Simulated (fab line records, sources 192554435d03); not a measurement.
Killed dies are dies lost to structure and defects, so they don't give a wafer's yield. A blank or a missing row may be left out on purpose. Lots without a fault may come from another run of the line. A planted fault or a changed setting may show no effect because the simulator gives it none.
Split-lot experiment | flow n5_finfet | 7 lots, 21 wafers read, on a route of 1938 steps

THE SPLIT
At N5_DUMMY_GATE_DESCUM_20 (chemistry O2, time 6.2 s), the setting time_s was moved away from the recipe's 6.2 s on 10 of the 21 wafers read, by -21.5% to +20.2%. The other wafers ran this setting at the recipe's value.

The reading is taken at the split's own step.

THE READING
CAR-EUV_of_DUMMY_GATE_COAT_09.thk_nm (the simulator's own value, which no gauge read), in nm, at N5_DUMMY_GATE_DESCUM_20 (chemistry O2, time 6.2 s). The file gives no usual value for it. The 11 wafers here that ran the recipe average 26.5 nm, standard deviation 0.12 nm.

wafer  | tool, chamber at the split | time_s as run, s | against the recipe | CAR-EUV_of_DUMMY_GATE_COAT_09.thk_nm, nm | against lot-mates on the recipe
L086.3 | rie_diel-05, 1,2           | 4.864            | -21.5%             | 27.2                                     | +0.8
L086.4 | rie_diel-05, 1,2           | 4.864            | -21.5%             | 27.2                                     | +0.8
L086.6 | rie_diel-05, 1             | 6.2              | recipe             | 26.4                                     | -
L087.1 | rie_diel-05, 1             | 6.2              | recipe             | 26.4                                     | -
L087.3 | rie_diel-05, 0,2           | 5.272            | -15.0%             | 26.8                                     | +0.4
L087.6 | rie_diel-05, 0,2           | 5.272            | -15.0%             | 26.8                                     | +0.4
L088.3 | rie_diel-02, 0             | 6.2              | recipe             | 26.4                                     | -
L088.4 | rie_diel-02, 1             | 7.452            | +20.2%             | 26                                       | -0.5
L088.5 | rie_diel-02, 3             | 6.2              | recipe             | 26.6                                     | -
L090.1 | rie_diel-02, 1,0           | 6.2              | recipe             | 26.6                                     | -
L090.5 | rie_diel-02, 1,0           | 6.2              | recipe             | 26.6                                     | -
L090.6 | rie_diel-02, 3             | 5.619            | -9.4%              | 27                                       | +0.4
L093.2 | rie_diel-05, 1,0           | 7.453            | +20.2%             | 25.6                                     | -0.6
L093.4 | rie_diel-05, 1,0           | 7.453            | +20.2%             | 25.6                                     | -0.6
L093.5 | rie_diel-05, 2             | 6.2              | recipe             | 26.2                                     | -
L096.1 | rie_diel-02, 2             | 6.2              | recipe             | 26.6                                     | -
L096.2 | rie_diel-02, 3,0           | 4.944            | -20.3%             | 27                                       | +0.4
L096.6 | rie_diel-02, 3,0           | 4.944            | -20.3%             | 27                                       | +0.4
L097.4 | rie_diel-04, 0,2,3         | 6.2              | recipe             | 26.4                                     | -
L097.5 | rie_diel-04, 0,2,3         | 6.2              | recipe             | 26.4                                     | -
L097.6 | rie_diel-04, 0,2,3         | 6.2              | recipe             | 26.4                                     | -
Where a row lists several chambers, the file gives one row for several wafers and doesn't say which wafer went through which chamber.

THE FIT
A straight line over all 21 wafers: CAR-EUV_of_DUMMY_GATE_COAT_09.thk_nm changes by -0.0326 nm for each +1% of time_s; r = -0.95; the points scatter about the line by 0.15 nm.
The same after taking each lot's own level away (the mean of its wafers on the recipe; 21 wafers): -0.0286 nm for each +1%; r = -0.97; scatter 0.097 nm.
On that fit, the largest move of time_s shifts the reading by 0.62 nm.
The lots' own levels span 26.20 to 26.60 nm, that is 3.2 times the standard deviation above.
So the lot-to-lot level changes the slope: the two fits differ.
Check: with one of the wafers moved furthest among these (-21.5%) left out of the fit, the line predicts +0.59 nm for it against its lot-mates. It came out at +0.8 nm against them.

OTHER SPLITS ON THESE WAFERS
These wafers also went through other splits before the reading. Each is held against what the fit with the lots' levels taken away leaves over:
other split on the same wafers            | wafers away from the commonest value | r with CAR-EUV_of_DUMMY_GATE_COAT_09.thk_nm (lot level and that fit taken away)
N5_ZERO_LAYER_EXPOSE_08 dose_mj           | 10                                   | +0.50
N5_PMOS_HMC_CHANNEL_EPI_PEB_07 peb_temp_c | 4                                    | -0.08
N5_FIN_CUT_COAT_19 spin_rpm               | 3                                    | +0.38
N5_FIN_CUT_EXPOSE_05 dose_mj              | 6                                    | -0.09

THE FILE'S OWN FIT
CAR-EUV_of_DUMMY_GATE_COAT_09.thk_nm changes by -0.0286 nm for each +1% of time_s, r = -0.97.
